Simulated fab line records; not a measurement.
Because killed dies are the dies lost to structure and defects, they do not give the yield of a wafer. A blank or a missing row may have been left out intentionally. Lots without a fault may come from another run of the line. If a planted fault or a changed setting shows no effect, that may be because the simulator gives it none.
Split-lot study || flow n5 finfet || 21 wafers read from 7 lots, route of 1938 steps

## THE SPLIT ITSELF
At N5_MOL_CONTACT_COAG_ALD_27 (deposits SiOC, target thk 17 nm, pulse time 1.5 s, time 2720 s), the setting ald cycles was moved away from the recipe's 340 on 6 of the 21 wafers read, by -13.5% to +11.8%. All remaining wafers had this setting at the recipe value.

Reading taken at the split's own step.

## THE READING
SiOC_of_MOL_CONTACT_COAG_ALD_27.thk nm (the simulator's own value, which no gauge read), in nm, at N5_MOL_CONTACT_COAG_ALD_27 (deposits SiOC, target thk 17 nm, pulse time 1.5 s, time 2720 s). The file does not state a usual value for it. Average 17.0 nm, standard deviation 0.12 nm, over the 15 wafers here run with the recipe.

{"wafer": "L077.3", "tool, chamber at the split": "ald sin-02, 1", "ald cycles as run": 340, "against the recipe": "recipe", "SiOC_of_MOL_CONTACT_COAG_ALD_27.thk nm, nm": 17, "against lot-mates on the recipe": "-"}
{"wafer": "L077.5", "tool, chamber at the split": "ald sin-02, 2", "ald cycles as run": 340, "against the recipe": "recipe", "SiOC_of_MOL_CONTACT_COAG_ALD_27.thk nm, nm": 17.2, "against lot-mates on the recipe": "-"}
{"wafer": "L077.6", "tool, chamber at the split": "ald sin-02, 3", "ald cycles as run": 380, "against the recipe": "+11.8%", "SiOC_of_MOL_CONTACT_COAG_ALD_27.thk nm, nm": 18.8, "against lot-mates on the recipe": "+1.7"}
{"wafer": "L079.1", "tool, chamber at the split": "ald sin-04, 0,1,3", "ald cycles as run": 340, "against the recipe": "recipe", "SiOC_of_MOL_CONTACT_COAG_ALD_27.thk nm, nm": 17, "against lot-mates on the recipe": "-"}
{"wafer": "L079.3", "tool, chamber at the split": "ald sin-04, 0,1,3", "ald cycles as run": 340, "against the recipe": "recipe", "SiOC_of_MOL_CONTACT_COAG_ALD_27.thk nm, nm": 17, "against lot-mates on the recipe": "-"}
{"wafer": "L079.4", "tool, chamber at the split": "ald sin-04, 0,1,3", "ald cycles as run": 340, "against the recipe": "recipe", "SiOC_of_MOL_CONTACT_COAG_ALD_27.thk nm, nm": 17, "against lot-mates on the recipe": "-"}
{"wafer": "L080.2", "tool, chamber at the split": "ald sin-04, 0", "ald cycles as run": 340, "against the recipe": "recipe", "SiOC_of_MOL_CONTACT_COAG_ALD_27.thk nm, nm": 17, "against lot-mates on the recipe": "-"}
{"wafer": "L080.5", "tool, chamber at the split": "ald sin-04, 3", "ald cycles as run": 367, "against the recipe": "+7.9%", "SiOC_of_MOL_CONTACT_COAG_ALD_27.thk nm, nm": 18.4, "against lot-mates on the recipe": "+1.3"}
{"wafer": "L080.6", "tool, chamber at the split": "ald sin-04, 2", "ald cycles as run": 340, "against the recipe": "recipe", "SiOC_of_MOL_CONTACT_COAG_ALD_27.thk nm, nm": 17.2, "against lot-mates on the recipe": "-"}
{"wafer": "L081.1", "tool, chamber at the split": "ald sin-04, 1", "ald cycles as run": 340, "against the recipe": "recipe", "SiOC_of_MOL_CONTACT_COAG_ALD_27.thk nm, nm": 17, "against lot-mates on the recipe": "-"}
{"wafer": "L081.5", "tool, chamber at the split": "ald sin-04, 1,0", "ald cycles as run": 371, "against the recipe": "+9.1%", "SiOC_of_MOL_CONTACT_COAG_ALD_27.thk nm, nm": 18.6, "against lot-mates on the recipe": "+1.6"}
{"wafer": "L081.6", "tool, chamber at the split": "ald sin-04, 1,0", "ald cycles as run": 371, "against the recipe": "+9.1%", "SiOC_of_MOL_CONTACT_COAG_ALD_27.thk nm, nm": 18.6, "against lot-mates on the recipe": "+1.6"}
{"wafer": "L085.1", "tool, chamber at the split": "ald sin-02, 2,1", "ald cycles as run": 340, "against the recipe": "recipe", "SiOC_of_MOL_CONTACT_COAG_ALD_27.thk nm, nm": 17.2, "against lot-mates on the recipe": "-"}
{"wafer": "L085.2", "tool, chamber at the split": "ald sin-02, 2,1", "ald cycles as run": 340, "against the recipe": "recipe", "SiOC_of_MOL_CONTACT_COAG_ALD_27.thk nm, nm": 17.2, "against lot-mates on the recipe": "-"}
{"wafer": "L085.5", "tool, chamber at the split": "ald sin-02, 2", "ald cycles as run": 294, "against the recipe": "-13.5%", "SiOC_of_MOL_CONTACT_COAG_ALD_27.thk nm, nm": 14.8, "against lot-mates on the recipe": -2.4}
{"wafer": "L086.1", "tool, chamber at the split": "ald sin-02, 0,3", "ald cycles as run": 340, "against the recipe": "recipe", "SiOC_of_MOL_CONTACT_COAG_ALD_27.thk nm, nm": 16.8, "against lot-mates on the recipe": "-"}
{"wafer": "L086.6", "tool, chamber at the split": "ald sin-02, 0,3", "ald cycles as run": 340, "against the recipe": "recipe", "SiOC_of_MOL_CONTACT_COAG_ALD_27.thk nm, nm": 16.8, "against lot-mates on the recipe": "-"}
{"wafer": "L086.5", "tool, chamber at the split": "ald sin-02, 2", "ald cycles as run": 340, "against the recipe": "recipe", "SiOC_of_MOL_CONTACT_COAG_ALD_27.thk nm, nm": 17, "against lot-mates on the recipe": "-"}
{"wafer": "L088.1", "tool, chamber at the split": "ald sin-04, 0,2", "ald cycles as run": 340, "against the recipe": "recipe", "SiOC_of_MOL_CONTACT_COAG_ALD_27.thk nm, nm": 17, "against lot-mates on the recipe": "-"}
{"wafer": "L088.2", "tool, chamber at the split": "ald sin-04, 0,2", "ald cycles as run": 340, "against the recipe": "recipe", "SiOC_of_MOL_CONTACT_COAG_ALD_27.thk nm, nm": 17, "against lot-mates on the recipe": "-"}
{"wafer": "L088.5", "tool, chamber at the split": "ald sin-04, 3", "ald cycles as run": 373, "against the recipe": "+9.7%", "SiOC_of_MOL_CONTACT_COAG_ALD_27.thk nm, nm": 18.6, "against lot-mates on the recipe": "+1.6"}
Rows listing several chambers each stand for several wafers; the file does not say which wafer went through which chamber.

FIT RESULTS
A straight line over all 21 wafers: SiOC_of_MOL_CONTACT_COAG_ALD_27.thk nm changes by +0.164 nm for each +1% of ald cycles; r = +0.99; the points scatter about the line by 0.12 nm.
The same after taking each lot's own level away (the mean of its wafers on the recipe; 21 wafers): +0.167 nm for each +1%; r = +1.00; scatter 0.093 nm.
On that fit, the largest move of ald cycles shifts the reading by 2.3 nm.
The span of the lots' own levels, 16.87 to 17.20 nm, comes to 2.7 times the standard deviation stated above.
So the lot-to-lot level changes the slope little: the two slopes agree.
Check: with one of the wafers moved furthest among these (-13.5%) left out of the fit, the line predicts -2.19 nm for it against its lot-mates. It came out at -2.4 nm against them.

## OTHER SPLITS ON THESE WAFERS
Before the reading, these wafers also passed through other splits. Each is held against what the fit with the lots' levels taken away leaves over:
{"other split on the same wafers": "N5_GATE_CUT_ETCH_58 time s", "wafers away from the commonest value": 5, "r with SiOC_of_MOL_CONTACT_COAG_ALD_27.thk nm (lot level and that fit taken away)": "+0.38"}

## THE FILE'S OWN FIT
SiOC_of_MOL_CONTACT_COAG_ALD_27.thk nm changes by +0.165 nm for each +1% of ald cycles, r = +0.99.
